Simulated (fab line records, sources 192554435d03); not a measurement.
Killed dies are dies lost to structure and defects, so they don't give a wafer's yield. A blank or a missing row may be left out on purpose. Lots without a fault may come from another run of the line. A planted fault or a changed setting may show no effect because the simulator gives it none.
Split-lot experiment | flow n5_finfet | 7 lots, 21 wafers read, on a route of 1938 steps

THE SPLIT
At N5_BEOL_M10_COAT_22 (resist thk 90 nm), the setting spin_rpm was moved away from the recipe's 1500 rpm on 10 of the 21 wafers read, by -10.8% to +9.8%. The other wafers ran this setting at the recipe's value.

FROM THE SPLIT TO THE READING: what the file shows between them, 4 steps
- N5_BEOL_M10_EBR_24
- N5_BEOL_M10_SOFTBAKE_23: time 60 s
- N5_BEOL_M10_EXPOSE_25: exposes mask V9
- N5_BEOL_M10_PEB_26: peb time 60 s

THE READING
CAR-ArF_of_BEOL_M10_COAT_22.thk_nm (the simulator's own value, which no gauge read), in nm, at N5_BEOL_M10_DEVELOP_27 (develop time 30 s). The file gives no usual value for it. The 11 wafers here that ran the recipe average 88.3 nm, standard deviation 0.19 nm.

wafer  | tool, chamber at the split | spin_rpm as run, rpm | against the recipe | CAR-ArF_of_BEOL_M10_COAT_22.thk_nm, nm | against lot-mates on the recipe
L074.3 | litho_track-04, 0          | 1500                 | recipe             | 88.2                                   | -
L074.6 | litho_track-04, 0          | 1500                 | recipe             | 88.2                                   | -
L074.4 | litho_track-04, 0          | 1455                 | -3.0%              | 89.8                                   | +1.6
L075.3 | litho_track-04, 0          | 1500                 | recipe             | 88                                     | -
L075.4 | litho_track-04, 0          | 1591                 | +6.1%              | 85.6                                   | -2.4
L075.6 | litho_track-04, 0          | 1591                 | +6.1%              | 85.4                                   | -2.6
L082.2 | litho_track-05, 0          | 1338                 | -10.8%             | 93.4                                   | +4.8
L082.3 | litho_track-05, 0          | 1500                 | recipe             | 88.6                                   | -
L082.5 | litho_track-05, 0          | 1338                 | -10.8%             | 93.6                                   | +5.0
L083.1 | litho_track-05, 0          | 1500                 | recipe             | 88.2                                   | -
L083.5 | litho_track-05, 0          | 1500                 | recipe             | 88.2                                   | -
L083.6 | litho_track-05, 0          | 1500                 | recipe             | 88.2                                   | -
L087.3 | litho_track-05, 0          | 1500                 | recipe             | 88.6                                   | -
L087.4 | litho_track-05, 0          | 1645                 | +9.7%              | 84.6                                   | -4.0
L087.6 | litho_track-05, 0          | 1645                 | +9.7%              | 84.6                                   | -4.0
L092.4 | litho_track-04, 0          | 1647                 | +9.8%              | 84.2                                   | -3.8
L092.5 | litho_track-04, 0          | 1500                 | recipe             | 88                                     | -
L092.6 | litho_track-04, 0          | 1647                 | +9.8%              | 84                                     | -4.0
L091.2 | litho_track-05, 0          | 1500                 | recipe             | 88.2                                   | -
L091.4 | litho_track-05, 0          | 1453                 | -3.1%              | 90                                     | +1.7
L091.6 | litho_track-05, 0          | 1500                 | recipe             | 88.4                                   | -

THE FIT
A straight line over all 21 wafers: CAR-ArF_of_BEOL_M10_COAT_22.thk_nm changes by -0.443 nm for each +1% of spin_rpm; r = -0.99; the points scatter about the line by 0.28 nm.
The same after taking each lot's own level away (the mean of its wafers on the recipe; 21 wafers): -0.429 nm for each +1%; r = -1.00; scatter 0.15 nm.
On that fit, the largest move of spin_rpm shifts the reading by 4.6 nm.
The lots' own levels span 88.00 to 88.60 nm, that is 3.1 times the standard deviation above.
So the lot-to-lot level changes the slope little: the two slopes agree.
Check: with one of the wafers moved furthest among these (-10.8%) left out of the fit, the line predicts +4.73 nm for it against its lot-mates. It came out at +4.8 nm against them.

THE WHOLE CHAIN: every reading that the file lists as answering this split, in the file's order
step                   | what it does      | reading                                                                             | change (the file's fit)               | r (the file's)
N5_BEOL_M10_COAT_22    | resist thk 90 nm  | CAR-ArF_of_BEOL_M10_COAT_22.thk_nm (the simulator's own value, which no gauge read) | -0.424 nm for each +1% of the setting | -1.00
N5_BEOL_M10_DEVELOP_27 | develop time 30 s | CAR-ArF_of_BEOL_M10_COAT_22.thk_nm (the simulator's own value, which no gauge read) | -0.429 nm for each +1% of the setting | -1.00

THE FILE'S OWN FIT
CAR-ArF_of_BEOL_M10_COAT_22.thk_nm changes by -0.429 nm for each +1% of spin_rpm, r = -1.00.
